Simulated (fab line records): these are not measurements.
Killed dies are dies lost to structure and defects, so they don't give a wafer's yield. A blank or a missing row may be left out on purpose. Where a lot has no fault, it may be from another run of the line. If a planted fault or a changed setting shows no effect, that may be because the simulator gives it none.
Split-lot experiment -- flow n5 finfet -- 21 wafers read across 7 lots, on a route 1938 steps long

SPLIT DETAILS
At N5_PASSIVATION_EXPOSE_41 (exposes mask PASS OPEN, defocus 0 nm, target cd 40000 nm), the setting dose mj was moved away from the recipe's 57.25 on 4 of the 21 wafers read, by +3.0% to +6.7%. The other wafers ran this setting at the recipe's value.

FROM THE SPLIT TO THE READING: what the file shows between them, 3 steps
- N5_PASSIVATION_PEB_42
- N5_PASSIVATION_DEVELOP_43: develop time 60 s
- N5_PASSIVATION_HARDBAKE_45: time 120 s

THE READING
cd nm (nm) at N5_PASSIVATION_CD_MEAS_44, where the cd target is 40000 nm. A value of 40000 nm with a standard deviation of 3.7 nm is what fault-free wafers of this fab line usually give.

wafer,"tool, chamber at the split",dose mj as run,against the recipe,"cd nm, nm",against lot-mates on the recipe
L076.2,"krf scanner-01, 0",57.25,recipe,39997,-
L076.3,"krf scanner-01, 0",61.1,+6.7%,40028,+30
L076.4,"krf scanner-01, 0",57.25,recipe,39998,-
L078.2,"krf scanner-01, 0",57.25,recipe,40002,-
L078.3,"krf scanner-01, 0",59.56,+4.0%,40014,+14
L078.5,"krf scanner-01, 0",57.25,recipe,39997,-
L079.2,"krf scanner-02, 0",57.25,recipe,39999,-
L079.3,"krf scanner-02, 0",58.95,+3.0%,40014,+16
L079.5,"krf scanner-02, 0",57.25,recipe,39996,-
L080.4,"krf scanner-02, 0",57.25,recipe,39995,-
L080.5,"krf scanner-02, 0",57.25,recipe,39997,-
L080.6,"krf scanner-02, 0",57.25,recipe,40004,-
L093.1,"krf scanner-02, 0",57.25,recipe,39996,-
L093.3,"krf scanner-02, 0",57.25,recipe,39994,-
L093.6,"krf scanner-02, 0",57.25,recipe,40002,-
L094.3,"krf scanner-01, 0",57.25,recipe,40003,-
L094.4,"krf scanner-01, 0",57.25,recipe,40004,-
L094.5,"krf scanner-01, 0",57.25,recipe,39996,-
L095.2,"krf scanner-02, 0",57.25,recipe,39996,-
L095.3,"krf scanner-02, 0",60.48,+5.6%,40015,+18
L095.4,"krf scanner-02, 0",57.25,recipe,39998,-

FIT RESULTS
A straight line over all 21 wafers: cd nm changes by +3.91 nm for each +1% of dose mj; r = +0.92; the points scatter about the line by 3.5 nm.
The same after taking each lot's own level away (the mean of its wafers on the recipe; 21 wafers): +4.04 nm for each +1%; r = +0.94; scatter 3.2 nm.
According to that fit, moving dose mj by its largest amount changes the reading by 27 nm.
Across the lots, their own levels run from 39997.0 to 40001.0 nm, a range of 1.1 times the standard deviation given above.
The two slopes agree, so the slope changes little with the lot-to-lot level.
Check: +24.6 nm against its lot-mates is what the line predicts for one of the wafers moved furthest among these (+6.7%) when that wafer is left out of the fit. Against them it came out at +30.5 nm.

OTHER SPLITS ON THESE WAFERS
These wafers also went through other splits before the reading. Each is held against what the fit with the lots' levels taken away leaves over:
other split on the same wafers,wafers away from the commonest value,r with cd nm (lot level and that fit taken away)
N5_BEOL_M15_EXPOSE_25 dose mj,6,-0.24
N5_BEOL_M15_TRENCH_ETCH_34 bias w,9,+0.46
N5_MIM_TOP_LITHO_EXPOSE_05 dose mj,10,-0.02
N5_MIM_TOP_LITHO_DEVELOP_07 develop time s,6,-0.19

THE FILE'S OWN FIT
cd nm changes by +4.07 nm for each +1% of dose mj, r = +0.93.
